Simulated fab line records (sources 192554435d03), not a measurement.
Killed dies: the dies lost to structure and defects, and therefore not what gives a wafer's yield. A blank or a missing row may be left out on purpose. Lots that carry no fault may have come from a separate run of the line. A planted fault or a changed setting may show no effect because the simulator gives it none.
Which of the tools did it? -- flow n5 finfet -- 27 wafers from 9 lots sampled at 5 of the route's 1938 steps

WHAT THE GAUGES READ, wafer by wafer
N5_SD_EPI_N_CD_MEAS_09: target cd 120 nm.
lot,measured,on,cd nm (nm)
L603,day 3 06:58,cd sem-02,119.0 119.0 118.5
L604,day 3 14:30,cd sem-02,120.1 120.1 120.1
L605,day 3 21:26,cd sem-03,119.4 120.0 119.9
L606,day 4 00:49,cd sem-03,113.3 113.0 113.8
L609,day 4 22:16,cd sem-02,119.7 120.0 120.0
L610,day 5 00:14,cd sem-03,116.0 116.6 115.6
L616,day 6 13:23,cd sem-02,119.7 120.0 119.5
L617,day 6 19:08,cd sem-02,120.1 119.6 119.1
L622,day 8 01:11,cd sem-03,119.8 120.1 120.0

WHICH TOOL RAN EACH LOT (tool, then ch and the chambers of the sampled wafers, then the start)
lot,N5_DUMMY_GATE_ETCH_23,N5_DUMMY_GATE_ETCH_42,N5_SPACER0_ALD_08,N5_SD_EPI_N_EXPOSE_06
L603,"rie si-04 ch 0,1,3, day 3 05:37","rie diel-04 ch 0,3, day 3 05:50","ald sin-02 ch 0,1,3, day 3 06:31","arfi scanner-02 ch 0, day 3 06:50"
L604,"rie si-04 ch 0,3, day 3 13:02","rie diel-03 ch 0,2, day 3 13:15","ald sin-03 ch 0,3, day 3 13:56","arfi scanner-03 ch 0, day 3 14:23"
L605,"rie si-04 ch 0,2,3, day 3 20:01","rie diel-05 ch 0,2, day 3 20:19","ald sin-01 ch 1,2,3, day 3 21:00","arfi scanner-03 ch 0, day 3 21:19"
L606,"rie si-02 ch 0,2, day 3 23:07","rie diel-03 ch 2,3, day 3 23:21","ald sin-01 ch 0,2, day 4 00:23","arfi scanner-03 ch 0, day 4 00:41"
L609,"rie si-05 ch 0,2, day 4 20:12","rie diel-04 ch 2,3, day 4 20:25","ald sin-03 ch 0,3, day 4 21:42","arfi scanner-02 ch 0, day 4 22:08"
L610,"rie si-02 ch 0,1,3, day 4 22:42","rie diel-05 ch 0,1,3, day 4 22:55","ald sin-01 ch 1,2,3, day 4 23:41","arfi scanner-03 ch 0, day 5 00:07"
L616,"rie si-05 ch 0,2,3, day 6 11:53","rie diel-04 ch 0,3, day 6 12:05","ald sin-03 ch 0,1,3, day 6 12:50","arfi scanner-02 ch 0, day 6 13:16"
L617,"rie si-05 ch 1,3, day 6 17:41","rie diel-05 ch 1,2,3, day 6 17:53","ald sin-01 ch 0,2,3, day 6 18:34","arfi scanner-01 ch 0, day 6 19:01"
L622,"rie si-02 ch 0,1,2, day 7 23:37","rie diel-03 ch 0,1,3, day 8 00:04","ald sin-02 ch 0,2,3, day 8 00:44","arfi scanner-01 ch 0, day 8 01:03"
- N5_DUMMY_GATE_ETCH_23: etches poly-Si in HBr/Cl2/O2, target depth 41 nm, time 22.3 s.
- N5_DUMMY_GATE_ETCH_42: etches SiO2 in CHF3/O2, target depth 3.5 nm, time 31 s.
- N5_SPACER0_ALD_08: deposits SiNx, target thk 2 nm.
- N5_SD_EPI_N_EXPOSE_06: exposes mask SD N BLK, target cd 120 nm.

THE ANSWER, worked out from the rows above alone
Rule: what is usual is taken from the lots themselves. Put in order of their means at a reading, lots are off if they are a third of the lots or fewer, leave a main group of 4 or more, and stand apart from it by a gap of 3 or more times the standard deviation of the main group's means; of several such gaps the widest counts. Not used: any main group whose means are identical at the precision the tables above print for the reading. A lot without any number at a reading at which 4 lots or more have one is off too. Any other lot the step has rows for is counted as sound.
Off: L606, L610 (N5_SD_EPI_N_CD_MEAS_09, cd nm). Main group: mean 119.7 nm, sd 0.39.
A tool fits if, at a process step before that reading, it ran every lot that is off, and no sound lot after the first of them. Gauges at N5_SD_EPI_N_CD_MEAS_09: tried the same way as those tools. One fits: N5_SD_EPI_N_EXPOSE_06 on arfi scanner-03. A fault onset in the window from L605 (day 3 21:19, its last sound lot) to L606 (day 4 00:41, its first lot off) fits.

WHAT WAS PUT IN BY THE SIMULATOR
Drift in process parameters on arfi scanner-03 at N5_SD_EPI_N_EXPOSE_06, starting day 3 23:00. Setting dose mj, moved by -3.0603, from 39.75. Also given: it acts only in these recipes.
Lots struck among those shown: L606, L610. The same result came from the rule above.
